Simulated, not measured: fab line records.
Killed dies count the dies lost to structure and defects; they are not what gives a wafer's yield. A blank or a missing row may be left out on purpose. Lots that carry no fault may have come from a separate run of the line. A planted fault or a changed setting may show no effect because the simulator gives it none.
Lot-split experiment -- flow n5 finfet -- route with 1938 steps; 7 lots, 21 wafers read

== ON THE SPLIT ==
At N5_MIM_BOT_ETCH_ETCH_04 (etches SiNx in CF4/O2, target depth 26 nm, time 13 s), the setting time s was moved away from the recipe's 13 s on 7 of the 21 wafers read, by -17.5% to +11.1%. All remaining wafers had this setting at the recipe value.

The reading is taken at the split's own step.

== THE READING ==
etch.depth nm (the simulator's own value, which no gauge read), in nm, at N5_MIM_BOT_ETCH_ETCH_04 (etches SiNx in CF4/O2, target depth 26 nm, time 13 s). No usual value for it is given in the file. The 14 wafers here that ran the recipe average 26.28 nm, standard deviation 0.7 nm.

wafer,"tool, chamber at the split","time s as run, s",against the recipe,"etch.depth nm, nm",against lot-mates on the recipe
L074.2,"rie diel-06, 1",13,recipe,25.7,-
L074.4,"rie diel-06, 2",14.44,+11.1%,29.04,+3.16
L074.6,"rie diel-06, 2",13,recipe,26.05,-
L075.2,"rie diel-06, 3",13,recipe,27.11,-
L075.4,"rie diel-06, 2",13,recipe,26.17,-
L075.6,"rie diel-06, 0",13,recipe,26.81,-
L082.3,"rie diel-02, 1",13,recipe,24.6,-
L082.4,"rie diel-02, 3",13,recipe,26.39,-
L082.6,"rie diel-02, 3",13,recipe,26.85,-
L084.3,"rie diel-06, 0",10.73,-17.5%,21.88,-5.00
L084.4,"rie diel-06, 3",13,recipe,27.19,-
L084.6,"rie diel-06, 0",13,recipe,26.56,-
L086.1,"rie diel-06, 1",13,recipe,25.32,-
L086.2,"rie diel-06, 2",13,recipe,25.89,-
L086.6,"rie diel-06, 3",13,recipe,26.7,-
L095.1,"rie diel-01, 1",10.73,-17.5%,21.55,no lot-mate on the recipe
L095.4,"rie diel-01, 3",10.73,-17.5%,22.15,no lot-mate on the recipe
L095.6,"rie diel-01, 3",10.73,-17.5%,21.96,no lot-mate on the recipe
L093.1,"rie diel-06, 3",13,recipe,26.59,-
L093.2,"rie diel-06, 2",12.06,-7.2%,23.97,-2.62
L093.4,"rie diel-06, 1",12.06,-7.2%,23.22,-3.37

THE FIT
A straight line over all 21 wafers: etch.depth nm changes by +0.257 nm for each +1% of time s; r = +0.95; the points scatter about the line by 0.67 nm.
The same after taking each lot's own level away (the mean of its wafers on the recipe; 18 wafers): +0.308 nm for each +1%; r = +0.94; scatter 0.62 nm.
Per that fit: largest time s move, reading shift of 5.4 nm.
Measured against the standard deviation above, the lots' own levels, which go from 25.875 to 26.875 nm, span 1.4 times it.
Thus the slope moves with the lot-to-lot level: the two fits are different.
Check: with one of the wafers moved furthest among these (-17.5%) left out of the fit, the line predicts -6.09 nm for it against its lot-mates. It came out at -5 nm against them.

== ADDITIONAL SPLITS CARRIED BY THESE WAFERS ==
Other splits were also applied to these wafers ahead of the reading. Each is held against what the fit with the lots' levels taken away leaves over:
other split on the same wafers,wafers away from the commonest value,r with etch.depth nm (lot level and that fit taken away)
N5_BEOL_M15_EXPOSE_07 dose mj,5,+0.11

== THE FILE'S OWN FIT ==
etch.depth nm changes by +0.3 nm for each +1% of time s, r = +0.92.
